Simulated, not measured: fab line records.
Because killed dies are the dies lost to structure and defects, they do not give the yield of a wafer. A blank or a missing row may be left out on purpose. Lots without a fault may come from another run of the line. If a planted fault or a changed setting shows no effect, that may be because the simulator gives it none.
Shared-tool check | flow n5_finfet | 11 lots, 33 wafers sampled

## WHAT PROMPTED THE OPENING
At N5_BEOL_M4_RC_MEAS_101 the reading RS_NWELL is flagged on 3 of 11 lots. Wafers without a fault read 1038 ohm/sq, standard deviation 6.7.
Rule: a lot is flagged when every wafer of it that has a number lies more than 4 standard deviations from that mean, or none has a number. As for the other lots, they are considered sound.

lot  | measured     | on        | RS_NWELL (ohm/sq), wafer by wafer | flag
L631 | day 8 20:48  | prober-02 | 1038 1035 1037                    |
L635 | day 9 19:52  | prober-01 | 1032 1035 1032                    |
L636 | day 10 01:51 | prober-02 | 1027 1047 1040                    |
L640 | day 10 09:16 | prober-01 | 944 945 945                       | FLAGGED
L638 | day 11 03:57 | prober-01 | 1045 1052 1049                    |
L641 | day 11 11:47 | prober-02 | 952 948 958                       | FLAGGED
L639 | day 11 16:36 | prober-01 | 1049 1036 1035                    |
L642 | day 11 20:03 | prober-01 | 945 958 947                       | FLAGGED
L644 | day 12 14:15 | prober-02 | 1038 1025 1040                    |
L648 | day 13 05:35 | prober-01 | 1039 1050 1042                    |
L654 | day 14 23:20 | prober-02 | 1044 1027 1035                    |
Average over the flagged lots: 949 ohm/sq; offset from the usual -89 ohm/sq, equal to -13 standard deviations.

## EACH LOT AND THE TOOL IT RAN ON
The record keeps 1 process step preceding the reading, out of 1938 steps on the route. In each cell: the tool, then ch and the chambers that the sampled wafers went through, then the start.
lot  | flag    | N5_WELL_APT_IMPLANT_14
L631 |         | implanter-01 ch 0, day 1 14:07
L635 |         | implanter-01 ch 0, day 2 14:15
L636 |         | implanter-02 ch 0, day 2 19:59
L640 | FLAGGED | implanter-01 ch 0, day 3 20:09
L638 |         | implanter-01 ch 0, day 3 08:02
L641 | FLAGGED | implanter-01 ch 0, day 4 02:02
L639 |         | implanter-02 ch 0, day 3 14:21
L642 | FLAGGED | implanter-01 ch 0, day 4 07:58
L644 |         | implanter-02 ch 0, day 4 20:27
L648 |         | implanter-02 ch 0, day 5 20:14
L654 |         | implanter-01 ch 0, day 7 08:01
What the steps here do:
- N5_WELL_APT_IMPLANT_14
- N5_BEOL_M4_RC_MEAS_101

## FLAGGED OVER TOTAL, TOOL BY TOOL (the gauges that took the reading come last)
step                   | tool         | lots run | flagged | share of the flagged lots | sound lots run after its first flagged lot
N5_WELL_APT_IMPLANT_14 | implanter-01 | 7        | 3       | all                       | 1 (L654)
N5_WELL_APT_IMPLANT_14 | implanter-02 | 4        | 0       | none                      | -
N5_BEOL_M4_RC_MEAS_101 | prober-01    | 6        | 2       | some                      | 3 (L638,L639,L648)
N5_BEOL_M4_RC_MEAS_101 | prober-02    | 5        | 1       | some                      | 2 (L644,L654)

## WHAT THE TABLE PERMITS
All flagged lots share 1 row of the table, namely implanter-01 at N5_WELL_APT_IMPLANT_14.
- implanter-01 at N5_WELL_APT_IMPLANT_14 ran 7 lots, 3 of them flagged. Sound lots followed the first flagged one (L654) on it, something a lasting fault affecting the whole tool could not allow. Its own readings lie more than 4 standard deviations out on every wafer of the flagged lots: beam_energy_keV.
There is no row in the table that ran each flagged lot and no sound lot after the first.

## WHAT THE SIMULATOR PUT IN
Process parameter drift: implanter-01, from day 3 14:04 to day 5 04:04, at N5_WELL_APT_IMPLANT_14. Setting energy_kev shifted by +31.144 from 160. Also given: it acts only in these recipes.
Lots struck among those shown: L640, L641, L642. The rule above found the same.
